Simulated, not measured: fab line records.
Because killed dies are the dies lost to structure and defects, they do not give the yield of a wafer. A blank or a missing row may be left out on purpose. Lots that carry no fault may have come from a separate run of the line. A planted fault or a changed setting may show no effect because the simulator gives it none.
Matching of chambers / flow nandHarc / NHARC_A_STAIRCASE_TRIM_12 on rieDiel-07: 4 sister chambers
The step chemistry O2, time 211.2 s. 16 wafers are shown with their chamber, then 8 later ones without.

## EACH WAFER AND ITS CHAMBER
wafer=L079.2; chamber=3; drypumpMotorCurrentA (A)=5.6; showerheadPlenumPTorr (Torr)=3.31; rfVppV (V)=57.9
wafer=L079.3; chamber=2; drypumpMotorCurrentA (A)=5.2; showerheadPlenumPTorr (Torr)=3.76; rfVppV (V)=59.7
wafer=L079.6; chamber=1; drypumpMotorCurrentA (A)=6.3; showerheadPlenumPTorr (Torr)=3.61; rfVppV (V)=57.5
wafer=L078.2; chamber=2; drypumpMotorCurrentA (A)=5.2; showerheadPlenumPTorr (Torr)=3.76; rfVppV (V)=58.7
wafer=L078.5; chamber=1; drypumpMotorCurrentA (A)=6.3; showerheadPlenumPTorr (Torr)=3.60; rfVppV (V)=58.1
wafer=L078.6; chamber=0; drypumpMotorCurrentA (A)=4.9; showerheadPlenumPTorr (Torr)=3.47; rfVppV (V)=57.5
wafer=L086.1; chamber=0; drypumpMotorCurrentA (A)=4.9; showerheadPlenumPTorr (Torr)=3.45; rfVppV (V)=57.6
wafer=L086.2; chamber=2; drypumpMotorCurrentA (A)=5.2; showerheadPlenumPTorr (Torr)=3.74; rfVppV (V)=57.8
wafer=L086.5; chamber=3; drypumpMotorCurrentA (A)=5.6; showerheadPlenumPTorr (Torr)=3.29; rfVppV (V)=56.5
wafer=L092.1; chamber=1; drypumpMotorCurrentA (A)=6.2; showerheadPlenumPTorr (Torr)=3.58; rfVppV (V)=58.7
wafer=L092.3; chamber=3; drypumpMotorCurrentA (A)=5.6; showerheadPlenumPTorr (Torr)=3.29; rfVppV (V)=55.9
wafer=L092.4; chamber=0; drypumpMotorCurrentA (A)=4.9; showerheadPlenumPTorr (Torr)=3.44; rfVppV (V)=57.4
wafer=L091.2; chamber=2; drypumpMotorCurrentA (A)=5.2; showerheadPlenumPTorr (Torr)=3.74; rfVppV (V)=59.3
wafer=L091.3; chamber=3; drypumpMotorCurrentA (A)=5.6; showerheadPlenumPTorr (Torr)=3.29; rfVppV (V)=56.8
wafer=L091.5; chamber=3; drypumpMotorCurrentA (A)=5.6; showerheadPlenumPTorr (Torr)=3.29; rfVppV (V)=57.8
wafer=L093.1; chamber=3; drypumpMotorCurrentA (A)=5.5; showerheadPlenumPTorr (Torr)=3.28; rfVppV (V)=57.3

SIGNATURES (means of the wafers above)
reading=drypumpMotorCurrentA; chamber 0=4.900; chamber 1=6.267; chamber 2=5.200; chamber 3=5.583; scatter within a chamber=0.0354
reading=showerheadPlenumPTorr; chamber 0=3.4533; chamber 1=3.5967; chamber 2=3.7500; chamber 3=3.2917; scatter within a chamber=0.0123
reading=rfVppV; chamber 0=57.500; chamber 1=58.100; chamber 2=58.875; chamber 3=57.033; scatter within a chamber=0.696
Rule: for each reading, subtract the chamber's mean from the wafer's reading, divide by that reading's scatter and square the result; add these up over the readings and take the root, which gives the wafer's distance from the chamber. If the next closest chamber is less than 2 further off than the closest, the wafer can't be placed; otherwise it belongs to the closest. The scatter: take each reading less its chamber's mean, square it, sum over the shown wafers, divide by the number of wafers less the number of chambers, and take the root.

## WAFERS WITH NO CHAMBER GIVEN
wafer=L093.3; drypumpMotorCurrentA (A)=6.3; showerheadPlenumPTorr (Torr)=3.58; rfVppV (V)=57.4
wafer=L093.4; drypumpMotorCurrentA (A)=5.1; showerheadPlenumPTorr (Torr)=3.73; rfVppV (V)=57.3
wafer=L095.1; drypumpMotorCurrentA (A)=5.1; showerheadPlenumPTorr (Torr)=3.73; rfVppV (V)=60.0
wafer=L095.4; drypumpMotorCurrentA (A)=5.6; showerheadPlenumPTorr (Torr)=3.28; rfVppV (V)=56.7
wafer=L095.5; drypumpMotorCurrentA (A)=5.1; showerheadPlenumPTorr (Torr)=3.73; rfVppV (V)=58.1
wafer=L097.3; drypumpMotorCurrentA (A)=6.3; showerheadPlenumPTorr (Torr)=3.57; rfVppV (V)=58.1
wafer=L097.5; drypumpMotorCurrentA (A)=5.2; showerheadPlenumPTorr (Torr)=3.72; rfVppV (V)=57.7
wafer=L097.6; drypumpMotorCurrentA (A)=5.6; showerheadPlenumPTorr (Torr)=3.28; rfVppV (V)=56.9

## THE CHAMBER EACH PASSED THROUGH
wafer=L093.3; from the rows above=1; in truth=1
wafer=L093.4; from the rows above=2; in truth=2
wafer=L095.1; from the rows above=2; in truth=2
wafer=L095.4; from the rows above=3; in truth=3
wafer=L095.5; from the rows above=2; in truth=2
wafer=L097.3; from the rows above=1; in truth=1
wafer=L097.5; from the rows above=2; in truth=2
wafer=L097.6; from the rows above=3; in truth=3
Correct placement for 8 of the 8. From these rows, 0 cannot be placed. Wrongly placed: 0.
